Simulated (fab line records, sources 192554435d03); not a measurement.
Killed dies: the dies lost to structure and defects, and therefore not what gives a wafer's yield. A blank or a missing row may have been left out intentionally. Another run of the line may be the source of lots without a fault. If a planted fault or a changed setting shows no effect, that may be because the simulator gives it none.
fab line records || flow n5-finfet
record: {"lots": 4, "wafers": 12, "last-day": 17}
route steps=1938 shown FIN_SAQP@144 FIN_CUT@154 BEOL_M4@1111
lots untouched by any fault: they come from a run of this same line in which no faults occurred
start-h: the number of hours between the record's first day and the start of the first shown wafer of the lot || wait-h: hours elapsed since this lot's preceding step || " same as the row above || L1.1+2: a row that stands for several wafers || - no value present, or no start provided || * or withheld: withheld || < > ~ a bound
route shown NAME@n: names a module that has steps shown in the file, with the first one's number in the route || usual: mean/standard deviation taken from wafers without a fault || same: alike in all rows || chamber/n: place in a boat || sites: per-site readings || _std_site: their standard deviation || _edge_site: the outer-site mean with the inner-site mean subtracted || radius-mm: how far each site lies from the wafer's centre || mask NAME#n: copy n || behind: the most recent tool/chamber to have shaped the wafer || hold: the reason the lot was held/the length of the hold in hours/how it ended || device: whichever transistor did not switch (one of n, p or np) || end of line: at the end of the route, the tests of the same wafers || where a step has no rows: the recipe by itself || killed: the dies lost at the first sort to structure and to defects; this is not the yield of the wafer || map: dies across one wafer; x = killed, . = not, _ = none there
set.NAME: the run value of the setting; set.NAME@STEP: its run value at that earlier step || model.NAME: the simulator's own value behind a step, which no gauge read
lots seen at some steps along the route; tables by step, rows by wafer
services: from which hour (start-h, from the record's first day; less than 0 if before it) a tool's chamber was out of use, for how many hours, and why
== steps ==
step: N5_FIN_SAQP_STRIP_77
recipe: {"chemistry": "N2/H2", "time-s": 90, "power-w": 100, "temp-c": 40, "pressure-mtorr": 100, "rf-frequency-hz": 6e+07, "bias-power-w": 3, "n2-flow-sccm": 300, "h2-flow-sccm": 300}
step: N5_FIN_SAQP_ETCH_64
recipe: {"chemistry": "CF4", "target": "SiO2", "target-depth-a": 15, "ion-energy-ev": 350, "pressure-mtorr": 10, "icp-w": 800, "bias-w": 400, "cf4-flow-sccm": 80}
step: N5_FIN_SAQP_FIN_ETCH_36
recipe: {"chemistry": "HBr/Cl2/O2", "target-depth-a": 1200, "mask-material": "SiNx", "time-s": 50.4, "bias-w": 102, "pressure-mtorr": 10, "icp-w": 800, "HBr_flow_sccm": 150, "Cl2_flow_sccm": 80, "O2_flow_sccm": 12}
step: N5_FIN_SAQP_PRECLEAN_38
recipe: {"chemistry": "O3/DIW", "time-s": 45, "temp-c": 22, "o3-ppm": 10}
step: N5_FIN_SAQP_PRECLEAN_45
recipe: {"chemistry": "dHF", "time-s": 10, "dilution": "500:1", "temp-c": 25}
step: N5_FIN_SAQP_SRD_39
recipe: {"dry": "ipa-marangoni", "time-s": 30, "temp-c": 23, "rinse-liquid": "diw"}
step: N5_FIN_CUT_COAT_18
recipe: {"resist": "SOC", "temp-c": 250, "time-s": 60, "spin-rpm": 1500, "resist-thk-nm": 230}
step: N5_FIN_CUT_COAT_19
recipe: {"resist": "SiARC", "temp-c": 220, "time-s": 60, "spin-rpm": 1500, "resist-thk-nm": 20}
step: N5_FIN_CUT_COAT_29
recipe: {"resist": "underlayer", "temp-c": 205, "time-s": 60, "spin-rpm": 1500, "resist-thk-nm": 10}
usual: {"chill-plate-temp-C": "23.00/0.11", "spin-speed-rpm": "1500.0/0.93"}
{"lot.wafer": "L247.2", "tool": "litho-track-04", "chamber": 0, "start-h": 87.22, "wait-h": "-", "chill-plate-temp-C": 23.03, "spin-speed-rpm": 1499.8}
{"lot.wafer": "L247.3", "tool": "litho-track-04", "chamber": 0, "start-h": 87.22, "wait-h": "-", "chill-plate-temp-C": 23.16, "spin-speed-rpm": 1499.8}
{"lot.wafer": "L247.5", "tool": "litho-track-04", "chamber": 0, "start-h": 87.22, "wait-h": "-", "chill-plate-temp-C": 23.13, "spin-speed-rpm": 1500.3}
{"lot.wafer": "L256.1", "tool": "litho-track-04", "chamber": 0, "start-h": 137.48, "wait-h": "-", "chill-plate-temp-C": 22.78, "spin-speed-rpm": 1553.3}
{"lot.wafer": "L256.5", "tool": "litho-track-04", "chamber": 0, "start-h": 137.48, "wait-h": "-", "chill-plate-temp-C": 22.72, "spin-speed-rpm": 1553.6}
{"lot.wafer": "L256.6", "tool": "litho-track-04", "chamber": 0, "start-h": 137.48, "wait-h": "-", "chill-plate-temp-C": 22.93, "spin-speed-rpm": 1552.5}
{"lot.wafer": "L260.1", "tool": "litho-track-04", "chamber": 0, "start-h": 158.96, "wait-h": "-", "chill-plate-temp-C": 22.93, "spin-speed-rpm": 1555.1}
{"lot.wafer": "L260.2", "tool": "litho-track-04", "chamber": 0, "start-h": 158.96, "wait-h": "-", "chill-plate-temp-C": 23.03, "spin-speed-rpm": 1554.4}
{"lot.wafer": "L260.4", "tool": "litho-track-04", "chamber": 0, "start-h": 158.96, "wait-h": "-", "chill-plate-temp-C": 23.23, "spin-speed-rpm": 1554.3}
{"lot.wafer": "L261.2", "tool": "litho-track-03", "chamber": 0, "start-h": 164.23, "wait-h": "-", "chill-plate-temp-C": 22.80, "spin-speed-rpm": 1500.5}
{"lot.wafer": "L261.4", "tool": "litho-track-03", "chamber": 0, "start-h": 164.23, "wait-h": "-", "chill-plate-temp-C": 23.05, "spin-speed-rpm": 1501.3}
{"lot.wafer": "L261.6", "tool": "litho-track-03", "chamber": 0, "start-h": 164.23, "wait-h": "-", "chill-plate-temp-C": 22.72, "spin-speed-rpm": 1499.8}
step: N5_FIN_CUT_COAT_02
recipe: {"resist": "CAR-EUV", "spin-rpm": 1500, "resist-thk-nm": 30}
step: N5_FIN_CUT_EBR_04
recipe: {"solvent": "PGMEA", "ebr-width-mm": 1.5}
step: N5_FIN_CUT_SOFTBAKE_03
recipe: {"temp-c": 110, "time-s": 60, "resist": "CAR-EUV"}
step: N5_FIN_CUT_EXPOSE_05
recipe: {"mask-id": "FIN_CUT", "na": 0.33, "source-shape": "annular", "sigma-inner": 0.35, "sigma-outer": 0.8, "polarization": "unpolarized", "dose-mj": 45.75}
step: N5_FIN_CUT_PEB_06
recipe: {"peb-temp-c": 100, "peb-time-s": 60, "resist": "CAR-EUV"}
step: N5_FIN_CUT_DEVELOP_07
recipe: {"develop-time-s": 30, "developer": "TMAH", "resist": "CAR-EUV", "rinse-liquid": "surfactant-rinse", "dry": "air-spin", "dev-temp-c": 23}
step: N5_FIN_CUT_DESCUM_13
recipe: {"chemistry": "O2", "time-s": 7, "source-power-w": 50, "bias-power-w": 20, "pressure-mtorr": 20, "rf-frequency-hz": 2.712e+07, "temp-c": 40, "resist": "CAR-EUV", "o2-flow-sccm": 225}
step: N5_FIN_CUT_ETCH_30
recipe: {"chemistry": "N2/H2", "target": "underlayer", "target-depth-a": 130, "mask-material": "CAR-EUV", "time-s": 10.4, "ion-energy-ev": 200, "pressure-mtorr": 30, "source-w": 840, "bias-w": 150, "n2-flow-sccm": 200, "h2-flow-sccm": 200, "ends": "cleared"}
usual: {"chamber-pressure-mTorr": "30.01/0.032", "drypump-motor-current-A": "5.9/0.37", "etch-rf-on-time-s": "10.39/0.28", "oes-product-au": "0.64/0.038", "rf-vpp-V": "522.9/2.6", "showerhead-plenum-p-Torr": "2.50/0.084", "throttle-valve-pct": "17.98/0.25"}
{"lot.wafer": "L247.2", "tool": "rie-diel-06", "chamber": 1, "start-h": 87.65, "wait-h": 0.0, "chamber-pressure-mTorr": 29.99, "drypump-motor-current-A": 5.2, "etch-rf-on-time-s": 10.32, "oes-product-au": 0.63, "rf-hours-counter-h": 200, "rf-vpp-V": 523.6, "showerhead-plenum-p-Torr": 2.51, "throttle-valve-pct": 17.62, "model.etch.depth-nm": 10.02}
{"lot.wafer": "L247.3", "tool": "rie-diel-06", "chamber": 2, "start-h": 87.65, "wait-h": 0.0, "chamber-pressure-mTorr": 30.02, "drypump-motor-current-A": 5.6, "etch-rf-on-time-s": 9.88, "oes-product-au": 0.72, "rf-hours-counter-h": 115, "rf-vpp-V": 518.7, "showerhead-plenum-p-Torr": 2.36, "throttle-valve-pct": 17.95, "model.etch.depth-nm": 9.994}
{"lot.wafer": "L247.5", "tool": "rie-diel-06", "chamber": 1, "start-h": 87.65, "wait-h": 0.0, "chamber-pressure-mTorr": 29.97, "drypump-motor-current-A": 5.2, "etch-rf-on-time-s": 10.33, "oes-product-au": 0.62, "rf-hours-counter-h": "-", "rf-vpp-V": 521.8, "showerhead-plenum-p-Torr": 2.51, "throttle-valve-pct": 17.62, "model.etch.depth-nm": 9.992}
{"lot.wafer": "L256.1", "tool": "rie-diel-05", "chamber": 0, "start-h": 138.10, "wait-h": 0.0, "chamber-pressure-mTorr": 29.99, "drypump-motor-current-A": 6.4, "etch-rf-on-time-s": 10.19, "oes-product-au": 0.61, "rf-hours-counter-h": 234, "rf-vpp-V": 519.8, "showerhead-plenum-p-Torr": 2.41, "throttle-valve-pct": 18.46, "model.etch.depth-nm": 9.874}
{"lot.wafer": "L256.5", "tool": "rie-diel-05", "chamber": 3, "start-h": 138.10, "wait-h": 0.0, "chamber-pressure-mTorr": 30.02, "drypump-motor-current-A": 6.1, "etch-rf-on-time-s": 10.17, "oes-product-au": 0.60, "rf-hours-counter-h": "-", "rf-vpp-V": 528.4, "showerhead-plenum-p-Torr": 2.64, "throttle-valve-pct": 18.05, "model.etch.depth-nm": 9.861}
{"lot.wafer": "L256.6", "tool": "rie-diel-05", "chamber": 0, "start-h": 138.10, "wait-h": 0.0, "chamber-pressure-mTorr": 29.94, "drypump-motor-current-A": 6.4, "etch-rf-on-time-s": 10.14, "oes-product-au": 0.60, "rf-hours-counter-h": "-", "rf-vpp-V": 520.1, "showerhead-plenum-p-Torr": 2.41, "throttle-valve-pct": 18.45, "model.etch.depth-nm": 9.838}
{"lot.wafer": "L260.1", "tool": "rie-diel-01", "chamber": 1, "start-h": 159.39, "wait-h": 0.0, "chamber-pressure-mTorr": 29.97, "drypump-motor-current-A": 6.1, "etch-rf-on-time-s": 10.82, "oes-product-au": 0.59, "rf-hours-counter-h": 207, "rf-vpp-V": 524.3, "showerhead-plenum-p-Torr": 2.50, "throttle-valve-pct": 18.03, "model.etch.depth-nm": 9.834}
{"lot.wafer": "L260.2", "tool": "rie-diel-01", "chamber": 2, "start-h": 159.39, "wait-h": 0.0, "chamber-pressure-mTorr": 30.02, "drypump-motor-current-A": 5.2, "etch-rf-on-time-s": 9.80, "oes-product-au": 0.81, "rf-hours-counter-h": 7, "rf-vpp-V": 521.7, "showerhead-plenum-p-Torr": 2.49, "throttle-valve-pct": 17.69, "model.etch.depth-nm": 9.863}
{"lot.wafer": "L260.4", "tool": "rie-diel-01", "chamber": 3, "start-h": 159.39, "wait-h": 0.0, "chamber-pressure-mTorr": 29.99, "drypump-motor-current-A": 5.6, "etch-rf-on-time-s": 10.08, "oes-product-au": 0.62, "rf-hours-counter-h": 186, "rf-vpp-V": 526.4, "showerhead-plenum-p-Torr": 2.63, "throttle-valve-pct": 18.04, "model.etch.depth-nm": 9.881}
{"lot.wafer": "L261.2", "tool": "rie-diel-01", "chamber": 0, "start-h": 164.82, "wait-h": 0.0, "chamber-pressure-mTorr": 30.02, "drypump-motor-current-A": 6.2, "etch-rf-on-time-s": 10.60, "oes-product-au": 0.60, "rf-hours-counter-h": 206, "rf-vpp-V": 519.8, "showerhead-plenum-p-Torr": 2.41, "throttle-valve-pct": 18.08, "model.etch.depth-nm": 10.02}
{"lot.wafer": "L261.4", "tool": "rie-diel-01", "chamber": 3, "start-h": 164.82, "wait-h": 0.0, "chamber-pressure-mTorr": 30.00, "drypump-motor-current-A": 5.6, "etch-rf-on-time-s": 10.31, "oes-product-au": 0.61, "rf-hours-counter-h": 187, "rf-vpp-V": 527.3, "showerhead-plenum-p-Torr": 2.62, "throttle-valve-pct": 18.00, "model.etch.depth-nm": 10.02}
{"lot.wafer": "L261.6", "tool": "rie-diel-01", "chamber": 0, "start-h": 164.82, "wait-h": 0.0, "chamber-pressure-mTorr": 29.96, "drypump-motor-current-A": 6.2, "etch-rf-on-time-s": 10.57, "oes-product-au": 0.60, "rf-hours-counter-h": "-", "rf-vpp-V": 521.0, "showerhead-plenum-p-Torr": 2.41, "throttle-valve-pct": 18.07, "model.etch.depth-nm": 9.963}
step: N5_FIN_CUT_ETCH_20
recipe: {"chemistry": "CF4", "target": "SiARC", "target-depth-a": 260, "mask-material": "CAR-EUV", "time-s": 43.3, "ion-energy-ev": 80, "pressure-mtorr": 40, "source-w": 545, "bias-w": 36, "Ar_flow_sccm": 100, "cf4-flow-sccm": 100, "ends": "cleared"}
step: N5_BEOL_M4_RC_MEAS_101
usual: {"DIBL_N": "36.0/1.7", "DIBL_P": "35.8/2", "IOFF_N": "0.15/0.03", "IOFF_P": "0.20/0.037", "ION_N": "670/12", "ION_P": "460/7.2", "SS_N": "71.5/0.68", "SS_P": "73.2/0.65", "VT_N": "250/3.1", "VT_P": "-251/3.4"}
{"lot.wafer": "L247.2", "tool": "prober-02", "chamber": 0, "start-h": 231.30, "wait-h": 0.2, "DIBL_N[mV/V]": 34.7, "DIBL_P[mV/V]": 34.6, "IOFF_N[nA/um]": 0.16, "IOFF_P[nA/um]": 0.22, "ION_N[uA/um]": 689, "ION_P[uA/um]": 475, "SS_N[mV/dec]": 70.4, "SS_P[mV/dec]": 72.6, "VT_N[mV]": 247, "VT_P[mV]": -247}
{"lot.wafer": "L247.3", "tool": "prober-02", "chamber": 0, "start-h": 231.30, "wait-h": 0.2, "DIBL_N[mV/V]": 37.0, "DIBL_P[mV/V]": 35.5, "IOFF_N[nA/um]": 0.19, "IOFF_P[nA/um]": 0.24, "ION_N[uA/um]": 674, "ION_P[uA/um]": 454, "SS_N[mV/dec]": 72.1, "SS_P[mV/dec]": 73.6, "VT_N[mV]": 248, "VT_P[mV]": -247}
{"lot.wafer": "L247.5", "tool": "prober-02", "chamber": 0, "start-h": 231.30, "wait-h": 0.2, "DIBL_N[mV/V]": 38.2, "DIBL_P[mV/V]": 37.0, "IOFF_N[nA/um]": 0.23, "IOFF_P[nA/um]": 0.26, "ION_N[uA/um]": 679, "ION_P[uA/um]": 461, "SS_N[mV/dec]": 72.8, "SS_P[mV/dec]": 74.0, "VT_N[mV]": 246, "VT_P[mV]": -245}
{"lot.wafer": "L256.1", "tool": "prober-01", "chamber": 0, "start-h": 274.39, "wait-h": 0.0, "DIBL_N[mV/V]": 36.4, "DIBL_P[mV/V]": 38.1, "IOFF_N[nA/um]": 0.17, "IOFF_P[nA/um]": 0.19, "ION_N[uA/um]": 674, "ION_P[uA/um]": 454, "SS_N[mV/dec]": 71.5, "SS_P[mV/dec]": 73.0, "VT_N[mV]": 248, "VT_P[mV]": -254}
{"lot.wafer": "L256.5", "tool": "prober-01", "chamber": 0, "start-h": 274.39, "wait-h": 0.0, "DIBL_N[mV/V]": 34.4, "DIBL_P[mV/V]": 34.9, "IOFF_N[nA/um]": 0.14, "IOFF_P[nA/um]": 0.15, "ION_N[uA/um]": 658, "ION_P[uA/um]": 448, "SS_N[mV/dec]": 70.8, "SS_P[mV/dec]": 72.8, "VT_N[mV]": 253, "VT_P[mV]": -256}
{"lot.wafer": "L256.6", "tool": "prober-01", "chamber": 0, "start-h": 274.39, "wait-h": 0.0, "DIBL_N[mV/V]": 33.5, "DIBL_P[mV/V]": 34.8, "IOFF_N[nA/um]": 0.11, "IOFF_P[nA/um]": 0.15, "ION_N[uA/um]": 668, "ION_P[uA/um]": 452, "SS_N[mV/dec]": 70.2, "SS_P[mV/dec]": 73.1, "VT_N[mV]": 256, "VT_P[mV]": -256}
{"lot.wafer": "L260.1", "tool": "prober-02", "chamber": 0, "start-h": 305.10, "wait-h": 0.0, "DIBL_N[mV/V]": 36.5, "DIBL_P[mV/V]": 36.3, "IOFF_N[nA/um]": 0.16, "IOFF_P[nA/um]": 0.22, "ION_N[uA/um]": 680, "ION_P[uA/um]": 466, "SS_N[mV/dec]": 71.0, "SS_P[mV/dec]": 73.4, "VT_N[mV]": 249, "VT_P[mV]": -250}
{"lot.wafer": "L260.2", "tool": "prober-02", "chamber": 0, "start-h": 305.10, "wait-h": 0.0, "DIBL_N[mV/V]": 39.0, "DIBL_P[mV/V]": 38.8, "IOFF_N[nA/um]": 0.23, "IOFF_P[nA/um]": 0.27, "ION_N[uA/um]": 699, "ION_P[uA/um]": 471, "SS_N[mV/dec]": 71.5, "SS_P[mV/dec]": 74.2, "VT_N[mV]": 242, "VT_P[mV]": -246}
{"lot.wafer": "L260.4", "tool": "prober-02", "chamber": 0, "start-h": 305.10, "wait-h": 0.0, "DIBL_N[mV/V]": 38.6, "DIBL_P[mV/V]": 38.2, "IOFF_N[nA/um]": 0.20, "IOFF_P[nA/um]": 0.26, "ION_N[uA/um]": 688, "ION_P[uA/um]": 468, "SS_N[mV/dec]": 71.6, "SS_P[mV/dec]": 74.0, "VT_N[mV]": 245, "VT_P[mV]": -246}
{"lot.wafer": "L261.2", "tool": "prober-02", "chamber": 0, "start-h": 317.27, "wait-h": 0.2, "DIBL_N[mV/V]": 36.1, "DIBL_P[mV/V]": 36.7, "IOFF_N[nA/um]": 0.16, "IOFF_P[nA/um]": 0.20, "ION_N[uA/um]": 684, "ION_P[uA/um]": 453, "SS_N[mV/dec]": 71.5, "SS_P[mV/dec]": 73.2, "VT_N[mV]": 248, "VT_P[mV]": -252}
{"lot.wafer": "L261.4", "tool": "prober-02", "chamber": 0, "start-h": 317.27, "wait-h": 0.2, "DIBL_N[mV/V]": 36.6, "DIBL_P[mV/V]": 37.8, "IOFF_N[nA/um]": 0.17, "IOFF_P[nA/um]": 0.21, "ION_N[uA/um]": 673, "ION_P[uA/um]": 458, "SS_N[mV/dec]": 72.2, "SS_P[mV/dec]": 73.5, "VT_N[mV]": 249, "VT_P[mV]": -253}
{"lot.wafer": "L261.6", "tool": "prober-02", "chamber": 0, "start-h": 317.27, "wait-h": 0.2, "DIBL_N[mV/V]": 36.3, "DIBL_P[mV/V]": 37.6, "IOFF_N[nA/um]": 0.16, "IOFF_P[nA/um]": 0.21, "ION_N[uA/um]": 674, "ION_P[uA/um]": 459, "SS_N[mV/dec]": 70.7, "SS_P[mV/dec]": 73.5, "VT_N[mV]": 248, "VT_P[mV]": -250}
== services ==
{"tool": "rie-diel-06", "chamber": "-", "start-h": 75.90, "hours": 0.5, "kind": "repair"}
{"tool": "rie-diel-01", "chamber": 3, "start-h": 83.26, "hours": 8.8, "kind": "repair"}
{"tool": "rie-diel-06", "chamber": 0, "start-h": 101.16, "hours": 4.5, "kind": "repair"}
{"tool": "litho-track-04", "chamber": "-", "start-h": 112.93, "hours": "-", "kind": "consumable-replace:filter"}
{"tool": "rie-diel-01", "chamber": 2, "start-h": 121.22, "hours": "-", "kind": "clean"}
{"tool": "rie-diel-01", "chamber": 2, "start-h": 121.22, "hours": "-", "kind": "consumable-replace:focus-ring"}
{"tool": "rie-diel-01", "chamber": 2, "start-h": 121.22, "hours": 12.1, "kind": "scheduled-down"}
{"tool": "rie-diel-01", "chamber": 2, "start-h": 121.22, "hours": 12.1, "kind": "vent-cycle"}
{"tool": "rie-diel-01", "chamber": 3, "start-h": 123.80, "hours": 3.1, "kind": "repair"}
== key ==
first-sign: {"step": "N5_FIN_CUT_COAT_29", "reading": "spin-speed-rpm", "direction": "up", "sigmas": 58, "usual": "*", "struck": "*"}
effect none on later readings
model-effect: {"step": "N5_FIN_CUT_ETCH_30", "value": "etch.depth-nm", "without": 10.03, "struck": 9.859}
met-at N5_FIN_CUT_COAT_29
struck-wafers L256.1,L256.5,L256.6,L260.1,L260.2,L260.4
onset-between 87.22 137.48
fault: {"kind": "process-parameter-drift", "tool": "litho-track-04", "chamber": "-", "onset-h": 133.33, "steps": "N5_FIN_CUT_COAT_29", "channel": "spin-rpm", "offset": "*", "shape": "step", "end-h": 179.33, "acts-in": "*", "stated": "*"}
